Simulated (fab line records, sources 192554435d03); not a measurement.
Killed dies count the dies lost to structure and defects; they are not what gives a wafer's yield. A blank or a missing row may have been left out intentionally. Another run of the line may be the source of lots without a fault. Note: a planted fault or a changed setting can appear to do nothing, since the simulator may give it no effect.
Lot-split experiment / flow n5 finfet / 21 wafers read across 7 lots, on a route 1938 steps long

## SPLIT DETAILS
At N5_BEOL_M11_PEB_26 (peb time 60 s), the setting peb time s was moved away from the recipe's 60 s on 9 of the 21 wafers read, by -19.5% to +21.6%. All remaining wafers had this setting at the recipe value.

## THE PATH FROM SPLIT TO READING: the file shows 1 step between them
- N5_BEOL_M11_DEVELOP_27: develop time 30 s

## THE READING
cd nm, in nm, at N5_BEOL_M11_CD_MEAS_28 (target cd 70 nm). Typical for fault-free wafers on this fab line: 69.8 nm, with standard deviation 1 nm.

wafer=L077.1; tool, chamber at the split=litho track-02, 0; peb time s as run, s=60; against the recipe=recipe; cd nm, nm=69.1; against lot-mates on the recipe=-
wafer=L077.2; tool, chamber at the split=litho track-02, 0; peb time s as run, s=60; against the recipe=recipe; cd nm, nm=69.1; against lot-mates on the recipe=-
wafer=L077.5; tool, chamber at the split=litho track-02, 0; peb time s as run, s=60; against the recipe=recipe; cd nm, nm=69.8; against lot-mates on the recipe=-
wafer=L079.4; tool, chamber at the split=litho track-02, 0; peb time s as run, s=60; against the recipe=recipe; cd nm, nm=70.5; against lot-mates on the recipe=-
wafer=L079.5; tool, chamber at the split=litho track-02, 0; peb time s as run, s=66.93; against the recipe=+11.6%; cd nm, nm=76.2; against lot-mates on the recipe=+5.7
wafer=L079.6; tool, chamber at the split=litho track-02, 0; peb time s as run, s=66.93; against the recipe=+11.6%; cd nm, nm=74.3; against lot-mates on the recipe=+3.8
wafer=L082.1; tool, chamber at the split=litho track-02, 0; peb time s as run, s=60; against the recipe=recipe; cd nm, nm=70.4; against lot-mates on the recipe=-
wafer=L082.4; tool, chamber at the split=litho track-02, 0; peb time s as run, s=60; against the recipe=recipe; cd nm, nm=69.6; against lot-mates on the recipe=-
wafer=L082.5; tool, chamber at the split=litho track-02, 0; peb time s as run, s=60; against the recipe=recipe; cd nm, nm=69.6; against lot-mates on the recipe=-
wafer=L086.1; tool, chamber at the split=litho track-01, 0; peb time s as run, s=60; against the recipe=recipe; cd nm, nm=67.8; against lot-mates on the recipe=-
wafer=L086.3; tool, chamber at the split=litho track-01, 0; peb time s as run, s=69.25; against the recipe=+15.4%; cd nm, nm=74.5; against lot-mates on the recipe=+6.7
wafer=L086.5; tool, chamber at the split=litho track-01, 0; peb time s as run, s=69.25; against the recipe=+15.4%; cd nm, nm=75.1; against lot-mates on the recipe=+7.3
wafer=L087.2; tool, chamber at the split=litho track-01, 0; peb time s as run, s=48.29; against the recipe=-19.5%; cd nm, nm=59.3; against lot-mates on the recipe=-10.2
wafer=L087.3; tool, chamber at the split=litho track-01, 0; peb time s as run, s=48.29; against the recipe=-19.5%; cd nm, nm=57.8; against lot-mates on the recipe=-11.7
wafer=L087.5; tool, chamber at the split=litho track-01, 0; peb time s as run, s=60; against the recipe=recipe; cd nm, nm=69.5; against lot-mates on the recipe=-
wafer=L093.1; tool, chamber at the split=litho track-05, 0; peb time s as run, s=60; against the recipe=recipe; cd nm, nm=71.5; against lot-mates on the recipe=-
wafer=L093.5; tool, chamber at the split=litho track-05, 0; peb time s as run, s=64.79; against the recipe=+8.0%; cd nm, nm=72.6; against lot-mates on the recipe=+1.1
wafer=L093.6; tool, chamber at the split=litho track-05, 0; peb time s as run, s=64.79; against the recipe=+8.0%; cd nm, nm=73.5; against lot-mates on the recipe=+2.0
wafer=L097.1; tool, chamber at the split=litho track-01, 0; peb time s as run, s=60; against the recipe=recipe; cd nm, nm=70.3; against lot-mates on the recipe=-
wafer=L097.4; tool, chamber at the split=litho track-01, 0; peb time s as run, s=72.94; against the recipe=+21.6%; cd nm, nm=78.7; against lot-mates on the recipe=+8.5
wafer=L097.6; tool, chamber at the split=litho track-01, 0; peb time s as run, s=60; against the recipe=recipe; cd nm, nm=70.1; against lot-mates on the recipe=-

FIT RESULTS
A straight line over all 21 wafers: cd nm changes by +0.473 nm for each +1% of peb time s; r = +0.97; the points scatter about the line by 1.2 nm.
The same after taking each lot's own level away (the mean of its wafers on the recipe; 21 wafers): +0.472 nm for each +1%; r = +0.98; scatter 0.97 nm.
On that fit, the largest move of peb time s shifts the reading by 10 nm.
The span of the lots' own levels, 67.80 to 71.50 nm, comes to 3.7 times the standard deviation stated above.
The two slopes agree, so the slope changes little with the lot-to-lot level.
Check: with one of the wafers moved furthest among these (+21.6%) left out of the fit, the line predicts +9.98 nm for it against its lot-mates. It came out at +8.5 nm against them.

## OTHER SPLITS ON THESE WAFERS
These wafers also went through other splits before the reading. Each is held against what the fit with the lots' levels taken away leaves over:
other split on the same wafers=N5_BEOL_M10_PEB_26 peb time s; wafers away from the commonest value=9; r with cd nm (lot level and that fit taken away)=-0.33

## FILE'S OWN FIT
cd nm changes by +0.446 nm for each +1% of peb time s, r = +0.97.
